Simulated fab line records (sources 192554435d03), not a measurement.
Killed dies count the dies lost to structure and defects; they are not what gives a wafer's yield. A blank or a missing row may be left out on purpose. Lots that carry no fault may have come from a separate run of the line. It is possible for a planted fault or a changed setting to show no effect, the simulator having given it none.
Which tool is to blame? | flow n5 finfet | 10 lots with 26 wafers sampled at 5 steps, on a route of 1938 steps

== WHAT THE GAUGES SHOWED, per wafer ==
N5_BEOL_M4_RC_MEAS_101.
lot  | measured     | on        | CHAIN_V2_max_site (ohm/link)
L134 | day 7 22:44  | prober-02 | 248 231
L139 | day 9 02:31  | prober-02 | 220 235 231
L143 | day 9 16:11  | prober-02 | 241 251 233
L145 | day 11 02:49 | prober-01 | 233 243 255
L150 | day 12 01:59 | prober-01 | 399 374
L151 | day 12 00:05 | prober-02 | 229 220 230
L152 | day 12 03:40 | prober-01 | 235 236 242
L153 | day 12 18:07 | prober-02 | 260 390
L154 | day 12 23:13 | prober-02 | 379 383
L155 | day 13 02:18 | prober-02 | 227 241 229

== TOOL THAT RAN EACH LOT (tool first, then ch and the chambers of the sampled wafers, then the start) ==
lot  | N5_BEOL_M3_STRIP_97                           | N5_BEOL_M3_DEGAS_44          | N5_BEOL_M3_ALD_84                   | N5_BEOL_M3_ANNEAL_49
L134 | rie diel-01 ch 3, day 7 03:29 or earlier      | pvd sputter-01, day 7 03:29  | ald metal-03 ch 2,3, day 7 03:38    | pvd sputter-01, day 7 04:13
L139 | rie diel-03 ch 0,1,3, day 8 14:15 or earlier  | pvd sputter-02, day 8 14:15  | ald metal-04 ch 0,2, day 8 14:22    | pvd sputter-02, day 8 15:08
L143 | rie diel-02 ch 2,3, day 9 04:10 or earlier    | pvd sputter-01, day 9 04:10  | ald metal-04 ch 0,3, day 9 04:16    | pvd sputter-01, day 9 05:01
L145 | rie diel-03 ch 0,1,2, day 10 12:47 or earlier | pvd sputter-03, day 10 12:47 | ald metal-02 ch 1,3, day 10 13:07   | pvd sputter-02, day 10 13:45
L150 | rie diel-02 ch 2,3, day 11 01:11 or earlier   | pvd sputter-03, day 11 01:11 | ald metal-04 ch 0,3, day 11 01:17   | pvd sputter-03, day 11 01:52
L151 | rie diel-01 ch 1,2,3, day 11 05:22 or earlier | pvd sputter-02, day 11 05:22 | ald metal-03 ch 0,1,2, day 11 05:28 | pvd sputter-01, day 11 06:10
L152 | rie diel-01 ch 0,3, day 11 15:49 or earlier   | pvd sputter-03, day 11 15:49 | ald metal-02 ch 1,2, day 11 15:55   | pvd sputter-01, day 11 17:46
L153 | rie diel-01 ch 1,3, day 12 06:11 or earlier   | pvd sputter-01, day 12 06:11 | ald metal-04 ch 1,3, day 12 06:19   | pvd sputter-01, day 12 06:55
L154 | rie diel-01 ch 0,3, day 12 06:43 or earlier   | pvd sputter-03, day 12 06:43 | ald metal-04 ch 1,3, day 12 06:50   | pvd sputter-01, day 12 10:38
L155 | rie diel-01 ch 0,1,2, day 12 14:32 or earlier | pvd sputter-03, day 12 14:32 | ald metal-02 ch 1,2,3, day 12 14:47 | pvd sputter-02, day 12 17:04
- N5_BEOL_M3_STRIP_97: strips in N2/H2, time 10 s.
- N5_BEOL_M3_DEGAS_44: time 60 s.
- N5_BEOL_M3_ALD_84: deposits TaN, pulse time 2 s, purge time 3 s, co reactant purge time 2 s.
- N5_BEOL_M3_ANNEAL_49: time 240 s.

== THE ANSWER, worked out from the rows above alone ==
Rule: usual is defined by the lots themselves. Put in order of their means at a reading, lots are off if they are a third of the lots or fewer, leave a main group of 4 or more, and stand apart from it by a gap of 3 or more times the standard deviation of the main group's means; of several such gaps the widest counts. A main group is skipped when, at the precision printed for the reading in the tables above, its means are all equal. A lot without any number at a reading at which 4 lots or more have one is off too. Where the step has rows for the other lots, those lots are counted as sound.
Off: L150, L153, L154, at N5_BEOL_M4_RC_MEAS_101 (CHAIN_V2_max_site). The main group: mean 236 ohm/link, standard deviation 6.2.
If a tool, at a process step before that reading, ran all the lots that are off and no sound lot after the first of them, it fits. Those tools and the gauges at N5_BEOL_M4_RC_MEAS_101 are tried in the same way. With no start given for some of its lots, N5_BEOL_M3_STRIP_97 uses the hours and lot order of N5_BEOL_M3_DEGAS_44. One fits: ald metal-04 at N5_BEOL_M3_ALD_84. Its last sound lot is L143 (day 9 04:16), its first lot that is off L150 (day 11 01:17): a fault that began between those two fits.

== WHAT HAD BEEN PUT IN BY THE SIMULATOR ==
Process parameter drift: ald metal-04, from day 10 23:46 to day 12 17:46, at N5_BEOL_M3_ALD_84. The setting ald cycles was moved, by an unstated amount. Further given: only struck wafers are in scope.
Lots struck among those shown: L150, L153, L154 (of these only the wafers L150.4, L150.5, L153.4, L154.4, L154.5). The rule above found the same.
